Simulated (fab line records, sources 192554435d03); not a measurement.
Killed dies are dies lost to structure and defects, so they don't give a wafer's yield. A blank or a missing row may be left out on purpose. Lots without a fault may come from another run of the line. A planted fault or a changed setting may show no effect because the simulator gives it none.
A struck lot beside a sound one | flow n5_finfet | 14 steps out of a route of 1938
Sound: wafers L662.2, L662.3, L662.4. Struck: wafers L667.4, L667.5, L667.6. The cause comes at the end.
At each step with rows: each side's tool, then ch and its chambers, then its first start. Under that, the readings that differ: sound wafers | struck wafers | difference of the means | sigmas: that difference in standard deviations of wafers without a fault.
alike: readings whose means differ by less than 2 such deviations, and words and numbers that are the same on both sides. not compared: withheld readings, readings that some wafer has no value for, bounds like >300 that may hide the same value, and numbers for which the record gives no deviation and whose values overlap.
The two part at a step that has a row with sigmas, a row that says differs or no value, or rows on one side only. Numbers that don't overlap but have no deviation are shown without sigmas and don't part them. A reading that every wafer of one side lacks parts them only if that side has two wafers or more.

N5_BEOL_M0_SAQP_ETCH_88: etches underlayer in N2/H2, target depth 6.5 nm, time 5.2 s.
  sound on rie_diel-01 ch 0,1,3, day 7 01:52; struck on rie_diel-05 ch 0,1, day 8 03:37
  alike: drypump_motor_current_A, etch_rf_on_time_s, oes_product_au, rf_vpp_V, showerhead_plenum_p_Torr, throttle_valve_pct
  not compared: rf_hours_counter_h
N5_BEOL_M0_SAQP_ETCH_73: etches SiARC in CF4, target depth 19.5 nm, time 32.5 s.
  sound on rie_diel-01 ch 0,1,3, day 7 01:53; struck on rie_diel-05 ch 0,1, day 8 03:38
  alike: cf4_flow_sccm, drypump_motor_current_A, etch_rf_on_time_s, oes_product_au, rf_vpp_V, showerhead_plenum_p_Torr, throttle_valve_pct
  not compared: rf_hours_counter_h
N5_BEOL_M0_SAQP_CUT_ETCH_46: etches SOC in N2/H2, target depth 135 nm, overetch 27 nm, time 202.5 s.
  sound on rie_diel-01 ch 0,1,3, day 7 01:55; struck on rie_diel-05 ch 0,1, day 8 03:40
  alike: drypump_motor_current_A, rf_vpp_V, showerhead_plenum_p_Torr, throttle_valve_pct
  not compared: rf_hours_counter_h
then, 2 steps without rows for these wafers: N5_BEOL_M0_SAQP_STRIP_74 (strips in N2/H2); N5_BEOL_M0_SAQP_STRIP_89 (strips in N2/H2).
N5_BEOL_M0_SAQP_ALD_48: deposits SiO2, target thk 20 nm, pulse time 1 s, co reactant pulse time 1 s.
  sound on ald_sin-04 ch 0,2,3, day 7 02:17; struck on ald_sin-04 ch 0,1,2, day 8 04:07
  alike: chamber_pressure_Torr, heater_power_w, precursor_pulse_height_rel
N5_BEOL_M0_SAQP_ETCH_49: etches SiO2 in CF4/O2, target depth 37 nm.
  sound on rie_diel-01 ch 0,1,3, day 7 02:49; struck on rie_diel-01 ch 1,2, day 8 04:24
  alike: cf4_flow_sccm, drypump_motor_current_A, oes_product_au, rf_vpp_V, showerhead_plenum_p_Torr, throttle_valve_pct
  not compared: rf_hours_counter_h
then, 5 steps without rows for these wafers: N5_BEOL_M0_SAQP_STRIP_75 (strips in CF4); N5_BEOL_M0_CUTY_COAT_50 (time 60 s, resist thk 15 nm); N5_BEOL_M0_CUTY_COAT_51 (resist thk 150 nm); N5_BEOL_M0_CUTY_EBR_52; N5_BEOL_M0_CUTY_SOFTBAKE_53 (time 60 s).
N5_BEOL_M0_CUTY_EXPOSE_54: exposes mask M0 ABLK.
  sound on arfi_scanner-01 ch 0, day 7 03:11; struck on arfi_scanner-02, day 8 04:47
  no value came back on the struck wafers for exposure_dose_mJ_cm2, focus_offset_nm (nm), stage_vel_mm_s (mm/s); on the sound wafers exposure_dose_mJ_cm2 reads 36.00 36.03 36.01
  alike: mask
then, 1 step without rows for these wafers: N5_BEOL_M0_CUTY_PEB_55 (peb time 60 s).

WHERE THEY PART
Only at N5_BEOL_M0_CUTY_EXPOSE_54, within this record.

WHY: what the simulator had put in
Skipped step whole: arfi_scanner-02, from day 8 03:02 on, at N5_BEOL_M0_CUTY_EXPOSE_54. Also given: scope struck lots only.
